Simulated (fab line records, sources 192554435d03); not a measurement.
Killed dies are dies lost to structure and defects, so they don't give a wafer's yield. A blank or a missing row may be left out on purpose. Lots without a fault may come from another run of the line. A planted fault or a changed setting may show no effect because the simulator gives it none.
Which tool did it? | flow n5_finfet | 24 lots, 72 wafers sampled, at 6 steps of a route of 1938

WHAT THE GAUGES READ, wafer by wafer
N5_BEOL_M4_CD_MEAS_11: target cd 16.79 nm.
lot  | measured     | on        | cd_nm (nm)
L075 | day 8 04:17  | cd_sem-01 | 17.20 16.73 17.23
L074 | day 7 20:25  | cd_sem-02 | 16.33 16.80 16.30
L076 | day 8 02:55  | cd_sem-03 | 16.73 17.04 17.21
L077 | day 8 11:39  | cd_sem-02 | 16.67 16.73 16.45
L078 | day 8 14:19  | cd_sem-03 | 16.74 17.20 17.05
L079 | day 8 22:11  | cd_sem-03 | 16.72 16.65 16.85
L080 | day 9 04:36  | cd_sem-01 | 16.50 17.15 17.02
L081 | day 9 19:13  | cd_sem-02 | 16.35 16.75 16.66
L082 | day 9 21:41  | cd_sem-03 | 16.99 16.83 17.07
L083 | day 9 21:23  | cd_sem-01 | 16.95 16.61 16.75
L084 | day 10 04:04 | cd_sem-01 | 16.66 16.37 16.24
L085 | day 10 08:24 | cd_sem-02 | 16.77 16.78 16.77
L086 | day 10 20:49 | cd_sem-02 | 16.78 16.98 17.21
L088 | day 10 22:13 | cd_sem-03 | 16.82 16.98 16.50
L087 | day 11 06:19 | cd_sem-01 | 16.79 16.90 16.72
L091 | day 11 07:42 | cd_sem-03 | 16.13 16.62 16.70
L089 | day 11 11:58 | cd_sem-01 | 16.68 16.51 16.71
L090 | day 11 10:49 | cd_sem-01 | 16.75 16.98 16.84
L092 | day 11 19:53 | cd_sem-01 | 16.72 16.62 16.76
L093 | day 12 08:34 | cd_sem-01 | 16.52 16.92 16.48
L094 | day 12 18:13 | cd_sem-01 | 16.38 16.64 16.37
L095 | day 12 20:13 | cd_sem-02 | 16.70 16.57 17.01
L097 | day 13 08:19 | cd_sem-02 | 16.76 16.64 16.36
L096 | day 13 15:15 | cd_sem-03 | 16.88 16.87 16.72

N5_BEOL_M4_OVL_MEAS_12.
lot  | measured     | on         | M4_OVL (nm)
L075 | day 8 04:20  | overlay-01 | 0.7 0.2 0.3
L074 | day 7 20:28  | overlay-02 | 0.3 -0.1 0.3
L076 | day 8 02:57  | overlay-01 | -0.5 0.0 -0.4
L077 | day 8 11:41  | overlay-01 | -0.4 -1.2 -0.4
L078 | day 8 14:21  | overlay-02 | -0.5 -0.5 -1.0
L079 | day 8 22:13  | overlay-01 | -0.4 -0.3 -0.6
L080 | day 9 04:38  | overlay-01 | -1.0 -1.1 -1.2
L081 | day 9 19:15  | overlay-02 | 0.1 -0.6 0.6
L082 | day 9 21:43  | overlay-02 | -0.2 -0.3 -0.1
L083 | day 9 21:25  | overlay-01 | -0.5 0.9 0.2
L084 | day 10 04:06 | overlay-02 | 0.0 0.0 -0.4
L085 | day 10 08:26 | overlay-02 | -0.4 0.1 -0.4
L086 | day 10 20:51 | overlay-01 | -0.7 -0.2 -0.2
L088 | day 10 22:15 | overlay-02 | -0.2 0.0 0.0
L087 | day 11 06:21 | overlay-02 | 0.0 0.3 0.4
L091 | day 11 07:44 | overlay-02 | -1.1 -0.6 -0.9
L089 | day 11 12:00 | overlay-01 | -0.8 0.7 0.0
L090 | day 11 10:52 | overlay-01 | -1.4 -0.6 -0.9
L092 | day 11 19:55 | overlay-02 | -0.5 0.3 -0.4
L093 | day 12 08:36 | overlay-01 | -0.8 -0.9 -0.4
L094 | day 12 18:14 | overlay-02 | -0.2 0.7 0.3
L095 | day 12 20:14 | overlay-01 | -0.6 0.0 -0.8
L097 | day 13 08:21 | overlay-01 | 0.1 0.9 -0.8
L096 | day 13 15:17 | overlay-01 | -1.1 -0.5 -1.0

WHICH TOOL RAN EACH LOT (tool, then ch and the chambers of the sampled wafers, then the start)
lot  | N5_BEOL_M3_DESCUM_16               | N5_BEOL_M3_PRE_CLEAN_45      | N5_BEOL_M3_SPUTTER_90        | N5_BEOL_M3_CMP_52
L075 | rie_diel-05 ch 1,2,3, day 7 06:29  | pvd_sputter-03, day 7 21:13  | pvd_sputter-03, day 8 01:19  | cmp-02 ch 1,2,3, day 8 02:31
L074 | rie_diel-05 ch 1,2,3, day 7 10:35  | pvd_sputter-01, day 7 14:51  | pvd_sputter-02, day 7 17:52  | cmp-03 ch 0,2,3, day 7 19:05
L076 | rie_diel-05 ch 0,1,3, day 7 14:14  | pvd_sputter-01, day 7 21:08  | pvd_sputter-03, day 7 23:28  | cmp-03 ch 0,2, day 8 00:37
L077 | rie_diel-05 ch 0,1,2, day 8 02:35  | pvd_sputter-02, day 8 06:34  | pvd_sputter-02, day 8 08:38  | cmp-04 ch 0,1,3, day 8 09:47
L078 | rie_diel-05 ch 0,3, day 8 03:00    | pvd_sputter-02, day 8 07:23  | pvd_sputter-02, day 8 10:29  | cmp-03 ch 0,2,3, day 8 12:11
L079 | rie_diel-04 ch 0,1,2, day 8 10:34  | pvd_sputter-02, day 8 16:04  | pvd_sputter-01, day 8 19:44  | cmp-04 ch 2,3, day 8 20:57
L080 | rie_diel-01 ch 1,2,3, day 8 16:07  | pvd_sputter-03, day 8 22:17  | pvd_sputter-02, day 9 00:57  | cmp-03 ch 0,3, day 9 02:08
L081 | rie_diel-05 ch 1,3, day 9 05:56    | pvd_sputter-02, day 9 14:35  | pvd_sputter-02, day 9 16:17  | cmp-04 ch 2,3, day 9 17:26
L082 | rie_diel-04 ch 0,1, day 9 06:10    | pvd_sputter-02, day 9 14:52  | pvd_sputter-02, day 9 18:07  | cmp-03 ch 1,2,3, day 9 19:17
L083 | rie_diel-05 ch 0,2,3, day 9 10:43  | pvd_sputter-03, day 9 14:58  | pvd_sputter-01, day 9 16:43  | cmp-04 ch 0,2, day 9 17:55
L084 | rie_diel-01 ch 1,2, day 9 14:52    | pvd_sputter-03, day 9 21:52  | pvd_sputter-02, day 9 23:55  | cmp-03 ch 0,3, day 10 01:23
L085 | rie_diel-04 ch 0,1,2, day 9 18:14  | pvd_sputter-02, day 10 01:24 | pvd_sputter-01, day 10 04:04 | cmp-04 ch 0,2,3, day 10 05:13
L086 | rie_diel-01 ch 1,2, day 10 11:38   | pvd_sputter-01, day 10 14:38 | pvd_sputter-01, day 10 16:32 | cmp-04 ch 0,3, day 10 17:41
L088 | rie_diel-01 ch 1,2,3, day 10 11:52 | pvd_sputter-01, day 10 17:19 | pvd_sputter-03, day 10 18:56 | cmp-04 ch 1,2, day 10 20:07
L087 | rie_diel-04 ch 0,2,3, day 10 11:59 | pvd_sputter-03, day 10 22:22 | pvd_sputter-03, day 11 02:14 | cmp-04 ch 0,1, day 11 03:30
L091 | rie_diel-05 ch 0,1,3, day 10 22:30 | pvd_sputter-02, day 11 02:52 | pvd_sputter-01, day 11 04:41 | cmp-04 ch 0,2,3, day 11 05:56
L089 | rie_diel-01 ch 1,2,3, day 10 22:44 | pvd_sputter-01, day 11 07:32 | pvd_sputter-03, day 11 09:31 | cmp-02 ch 0,1,3, day 11 10:44
L090 | rie_diel-04 ch 1,2, day 11 01:49   | pvd_sputter-03, day 11 06:01 | pvd_sputter-03, day 11 07:40 | cmp-04 ch 0,2,3, day 11 08:52
L092 | rie_diel-05 ch 0,2,3, day 11 08:37 | pvd_sputter-02, day 11 15:41 | pvd_sputter-02, day 11 17:22 | cmp-04 ch 0,2,3, day 11 18:35
L093 | rie_diel-04 ch 1,3, day 11 17:06   | pvd_sputter-03, day 12 04:00 | pvd_sputter-01, day 12 05:40 | cmp-03 ch 2,3, day 12 06:49
L094 | rie_diel-01 ch 0,1,3, day 11 19:03 | pvd_sputter-01, day 12 11:36 | pvd_sputter-01, day 12 13:42 | cmp-02 ch 1,2,3, day 12 14:56
L095 | rie_diel-05 ch 0,3, day 12 11:16   | pvd_sputter-02, day 12 14:41 | pvd_sputter-02, day 12 16:38 | cmp-03 ch 0,2,3, day 12 17:47
L097 | rie_diel-01 ch 2,3, day 12 22:21   | pvd_sputter-03, day 13 00:28 | pvd_sputter-03, day 13 03:55 | cmp-03 ch 0,2,3, day 13 05:06
L096 | rie_diel-04 ch 0,1,3, day 13 03:05 | pvd_sputter-01, day 13 10:37 | pvd_sputter-02, day 13 12:27 | cmp-04 ch 1,2, day 13 13:38
- N5_BEOL_M3_DESCUM_16: chemistry O2, time 7 s.
- N5_BEOL_M3_PRE_CLEAN_45: time 30 s.
- N5_BEOL_M3_SPUTTER_90: material Cu, target thk 4.5 nm, time 8.29 s.
- N5_BEOL_M3_CMP_52: polishes, stops on SiOC, t overpolish 6.8 s, target thk 40 nm.

WHAT THE TOOLS THEMSELVES READ (means of the sampled wafers that have a number; where no wafer has one, the mark that the record gives instead)
N5_BEOL_M3_DESCUM_16.
lot  | tool        | bias_power_w (W) | chamber_pressure_mTorr (mTorr) | drypump_motor_current_A (A) | oes_product_au (a.u.) | rf_vpp_V (V) | showerhead_plenum_p_Torr (Torr) | throttle_valve_pct (%)
L075 | rie_diel-05 | 20.05            | 19.998                         | 5.9                         | 0.78                  | 243.9        | 2.09                            | 20.49
L074 | rie_diel-05 | 19.97            | 20.007                         | 5.9                         | 0.77                  | 244.3        | 2.09                            | 20.48
L076 | rie_diel-05 | 20.01            | 20.012                         | 6.1                         | 0.84                  | 244.0        | 2.11                            | 20.43
L077 | rie_diel-05 | 20.05            | 20.011                         | 5.8                         | 0.85                  | 243.8        | 2.10                            | 20.53
L078 | rie_diel-05 | 20.02            | 20.005                         | 6.1                         | 0.80                  | 243.7        | 2.15                            | 20.37
L079 | rie_diel-04 | 19.89            | 20.018                         | 5.5                         | 0.85                  | 244.6        | 2.18                            | 20.27
L080 | rie_diel-01 | 20.03            | 19.999                         | 5.8                         | 0.81                  | 242.3        | 2.06                            | 20.30
L081 | rie_diel-05 | 20.02            | 19.996                         | 6.2                         | 0.73                  | 242.9        | 2.10                            | 20.42
L082 | rie_diel-04 | 19.97            | 20.007                         | 5.6                         | 0.83                  | 244.7        | 2.17                            | 20.42
L083 | rie_diel-05 | 20.04            | 20.001                         | 5.8                         | 0.81                  | 243.7        | 2.13                            | 20.48
L084 | rie_diel-01 | 20.02            | 20.005                         | 5.5                         | 0.81                  | 242.3        | 2.03                            | 20.42
L085 | rie_diel-04 | 20.05            | 20.007                         | 5.5                         | 0.84                  | 244.7        | 2.17                            | 20.29
L086 | rie_diel-01 | 20.04            | 19.992                         | 5.5                         | 0.80                  | 242.1        | 2.03                            | 20.44
L088 | rie_diel-01 | 20.04            | 20.012                         | 5.8                         | 0.79                  | 243.0        | 2.05                            | 20.34
L087 | rie_diel-04 | 19.98            | 19.989                         | 5.5                         | 0.86                  | 244.7        | 2.18                            | 20.26
L091 | rie_diel-05 | 19.99            | 19.998                         | 6.1                         | 0.80                  | 242.0        | 2.10                            | 20.48
L089 | rie_diel-01 | 20.06            | 19.990                         | 5.8                         | 0.80                  | 242.2        | 2.05                            | 20.35
L090 | rie_diel-04 | 20.00            | 19.987                         | 5.7                         | 0.87                  | 245.9        | 2.22                            | 20.20
L092 | rie_diel-05 | 19.99            | 19.984                         | 5.8                         | 0.79                  | 244.2        | 2.13                            | 20.50
L093 | rie_diel-04 | 19.98            | 19.994                         | 5.7                         | 0.88                  | 245.3        | 2.23                            | 20.42
L094 | rie_diel-01 | 20.07            | 20.023                         | 6.1                         | 0.76                  | 243.4        | 2.08                            | 20.30
L095 | rie_diel-05 | 20.03            | 19.994                         | 6.0                         | 0.83                  | 243.6        | 2.14                            | 20.45
L097 | rie_diel-01 | 20.01            | 20.006                         | 5.4                         | 0.76                  | 242.4        | 2.04                            | 20.55
L096 | rie_diel-04 | 19.96            | 20.006                         | 5.5                         | 0.80                  | 244.2        | 2.17                            | 20.43

N5_BEOL_M3_PRE_CLEAN_45.
lot  | tool           | heater_power_w (W)
L075 | pvd_sputter-03 | 294
L074 | pvd_sputter-01 | 319
L076 | pvd_sputter-01 | 328
L077 | pvd_sputter-02 | 343
L078 | pvd_sputter-02 | 295
L079 | pvd_sputter-02 | 340
L080 | pvd_sputter-03 | 273
L081 | pvd_sputter-02 | 304
L082 | pvd_sputter-02 | 310
L083 | pvd_sputter-03 | 348
L084 | pvd_sputter-03 | 302
L085 | pvd_sputter-02 | 309
L086 | pvd_sputter-01 | 333
L088 | pvd_sputter-01 | 333
L087 | pvd_sputter-03 | 278
L091 | pvd_sputter-02 | 308
L089 | pvd_sputter-01 | 325
L090 | pvd_sputter-03 | 338
L092 | pvd_sputter-02 | 362
L093 | pvd_sputter-03 | 297
L094 | pvd_sputter-01 | 323
L095 | pvd_sputter-02 | 347
L097 | pvd_sputter-03 | 340
L096 | pvd_sputter-01 | 322

N5_BEOL_M3_SPUTTER_90.
lot  | tool           | throttle_valve_pct (%)
L075 | pvd_sputter-03 | 30.3
L074 | pvd_sputter-02 | 29.8
L076 | pvd_sputter-03 | 30.0
L077 | pvd_sputter-02 | 30.4
L078 | pvd_sputter-02 | 30.4
L079 | pvd_sputter-01 | 30.1
L080 | pvd_sputter-02 | 30.1
L081 | pvd_sputter-02 | 29.9
L082 | pvd_sputter-02 | 30.4
L083 | pvd_sputter-01 | 29.8
L084 | pvd_sputter-02 | 30.7
L085 | pvd_sputter-01 | 30.4
L086 | pvd_sputter-01 | 30.2
L088 | pvd_sputter-03 | 29.9
L087 | pvd_sputter-03 | 29.5
L091 | pvd_sputter-01 | 30.1
L089 | pvd_sputter-03 | 29.8
L090 | pvd_sputter-03 | 29.3
L092 | pvd_sputter-02 | 30.3
L093 | pvd_sputter-01 | 30.3
L094 | pvd_sputter-01 | 30.0
L095 | pvd_sputter-02 | 30.1
L097 | pvd_sputter-03 | 29.4
L096 | pvd_sputter-02 | 29.6

N5_BEOL_M3_CMP_52.
lot  | tool   | barrier_field_endpoint_s (s) | motor_current_A (A) | overpolish_run_s (s) | slurry_flow_ml_min | time_to_endpoint_s (s)
L075 | cmp-02 | 25.2                         | 6.0                 | 6.787                | 149.8              | 67
L074 | cmp-03 | 23.9                         | 6.7                 | 6.798                | 149.9              | 60
L076 | cmp-03 | 24.0                         | 6.3                 | 6.806                | 150.6              | 59
L077 | cmp-04 | 24.2                         | 5.2                 | 6.790                | 150.1              | 58
L078 | cmp-03 | 24.1                         | 6.6                 | 6.787                | 150.1              | 63
L079 | cmp-04 | 24.4                         | 5.1                 | 6.792                | 150.6              | 60
L080 | cmp-03 | 24.5                         | 6.7                 | 6.802                | 150.1              | 60
L081 | cmp-04 | 25.2                         | 5.4                 | 6.809                | 149.9              | 65
L082 | cmp-03 | 24.4                         | 6.8                 | 6.800                | 150.1              | 65
L083 | cmp-04 | 24.5                         | 5.8                 | 6.800                | 149.8              | 62
L084 | cmp-03 | 25.3                         | 6.3                 | 6.795                | 150.0              | 63
L085 | cmp-04 | 24.7                         | 5.2                 | 6.799                | 149.7              | 62
L086 | cmp-04 | 24.6                         | 4.9                 | 6.802                | 150.3              | 60
L088 | cmp-04 | 23.8                         | 5.8                 | 6.796                | 150.3              | 57
L087 | cmp-04 | 24.1                         | 5.7                 | 6.803                | 149.4              | 57
L091 | cmp-04 | 23.7                         | 5.4                 | 6.804                | 149.7              | 59
L089 | cmp-02 | 25.0                         | 5.8                 | 6.791                | 150.2              | 66
L090 | cmp-04 | 24.6                         | 5.4                 | 6.801                | 150.2              | 58
L092 | cmp-04 | 24.3                         | 5.4                 | 6.802                | 149.9              | 60
L093 | cmp-03 | 24.2                         | 6.7                 | 6.802                | 150.4              | 62
L094 | cmp-02 | 25.5                         | 5.9                 | 6.799                | 149.8              | 66
L095 | cmp-03 | 25.0                         | 6.5                 | 6.793                | 150.2              | 61
L097 | cmp-03 | 24.4                         | 6.5                 | 6.810                | 150.3              | 60
L096 | cmp-04 | 24.6                         | 6.1                 | 6.794                | 149.8              | 65

THE ANSWER, worked out from the rows above alone
Rule: what is usual is taken from the lots themselves. Put in order of their means at a reading, lots are off if they are a third of the lots or fewer, leave a main group of 4 or more, and stand apart from it by a gap of 3 or more times the standard deviation of the main group's means; of several such gaps the widest counts. A main group whose means are all the same, to the digits that the tables above print for the reading, isn't used. A lot without any number at a reading at which 4 lots or more have one is off too. The other lots that the step has rows for count as sound. The gauges are gone through in route order, then the tools' own readings, and for those a lot's mean is taken as printed above. The first step at which some lot is off is used, and at that step the reading that is off furthest; a lot without a number counts as furthest.
No lot is off at any reading shown: from this, nothing can be told.

WHAT THE SIMULATOR HAD PUT IN
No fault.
